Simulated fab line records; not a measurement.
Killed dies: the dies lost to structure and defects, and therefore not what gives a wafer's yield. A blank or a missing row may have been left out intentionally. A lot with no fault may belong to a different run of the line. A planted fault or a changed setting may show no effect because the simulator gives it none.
One fault seen from 2 desks    flow n5 finfet    each desk has only its own numbers; what lay behind them comes last

AT THE METROLOGY DESK
What the gauges read for every lot (on any tool): the sampled wafers with a number, averaged. The brackets show how far a lot's mean lies from the usual mean; more than 4 standard deviations puts the lot out of limits, marked OUT. Shown here are 7 of its 11 readings, the ones lying furthest out on some lot.
Columns: A = M3_THK at N5_BEOL_M3_THK_MEAS_53, usual 40.9 nm; B = DIBL_N at N5_BEOL_M4_RC_MEAS_101, usual 36.4 mV/V; C = IOFF_P at N5_BEOL_M4_RC_MEAS_101, usual 0.211 nA/um; D = ION_P at N5_BEOL_M4_RC_MEAS_101, usual 462 uA/um; E = SS_N at N5_BEOL_M4_RC_MEAS_101, usual 71.5 mV/dec; F = VT_N at N5_BEOL_M4_RC_MEAS_101, usual 250.1 mV; G = VT_P at N5_BEOL_M4_RC_MEAS_101, usual -250.1 mV
lot   first seen here  A     B     C      D    E     F      G
L850  day 7 20:44      41.5  36.7  0.249  469  71.1  248.9  -246.8
L849  day 7 22:22      42.5  36.1  0.207  464  71.6  250.1  -250.5
L851  day 8 03:01      39.6  36.8  0.203  458  71.5  253.1  -251.4
L852  day 8 04:52      40.0  35.6  0.167  451  71.0  250.3  -255.5
L855  day 9 03:13      38.4  36.8  0.232  464  71.6  248.4  -246.8
L858  day 10 00:25     40.9  34.4  0.221  462  71.5  250.9  -248.6
L861  day 10 13:47     41.4  36.8  0.194  460  71.7  250.6  -251.1
L865  day 11 13:52     41.2  37.3  0.215  458  72.3  250.0  -250.4
L870  day 12 23:07     42.1  33.9  0.188  469  71.5  251.3  -250.1
L871  day 13 07:35     40.4  37.5  0.175  457  71.6  248.1  -256.7
Result from this desk: across the 10 lots, nothing is out of limits.

AT THE TOOL OWNER'S DESK: litho track-05
The tool's own readings at N5_BEOL_M4_COAT_61 (time 60 s, resist thk 60 nm): means of the sampled wafers that have a number, for each lot that ran on this tool. The brackets show how far a lot's mean lies from the usual mean; more than 4 standard deviations puts the lot out of limits, marked OUT.
Columns: A = plate temp C at N5_BEOL_M4_COAT_61, usual 250.00 C; B = run length s at N5_BEOL_M4_COAT_61, usual 66.0 s; C = spin speed rpm at N5_BEOL_M4_COAT_61, usual 1500.1 rpm
lot   first seen here  A       B                C
L849  day 7 23:29      250.20  65.7             1500.1
L852  day 8 05:35      249.84  65.7             1500.2
L855  day 9 07:35      249.74  65.8             1500.8
L858  day 10 02:21     249.97  65.8             1499.8
L865  day 11 15:07     250.12  67.8 (+5.4) OUT  1499.9
This desk's verdict: out of limits on L865, starting with L865 at day 11 15:07 (run length s at N5_BEOL_M4_COAT_61). Within limits: L849, L852, L855, L858.

BROUGHT TOGETHER
The tool owner's desk could have raised an alarm at day 11 15:07, on L865.
The metrology desk saw nothing out of limits.
The metrology desk holds a record of L865, inside its limits.
Every lot named ran N5_BEOL_M4_COAT_61 on litho track-05.

WHAT HAD BEEN PUT IN BY THE SIMULATOR
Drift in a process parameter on litho track-05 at N5_BEOL_M4_COAT_61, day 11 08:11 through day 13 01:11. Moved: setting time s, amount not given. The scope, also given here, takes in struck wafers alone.
Lots struck among those shown: L865.
Delay in hours, fault start to first out-of-limits reading, by desk: the tool owner's desk at 7.
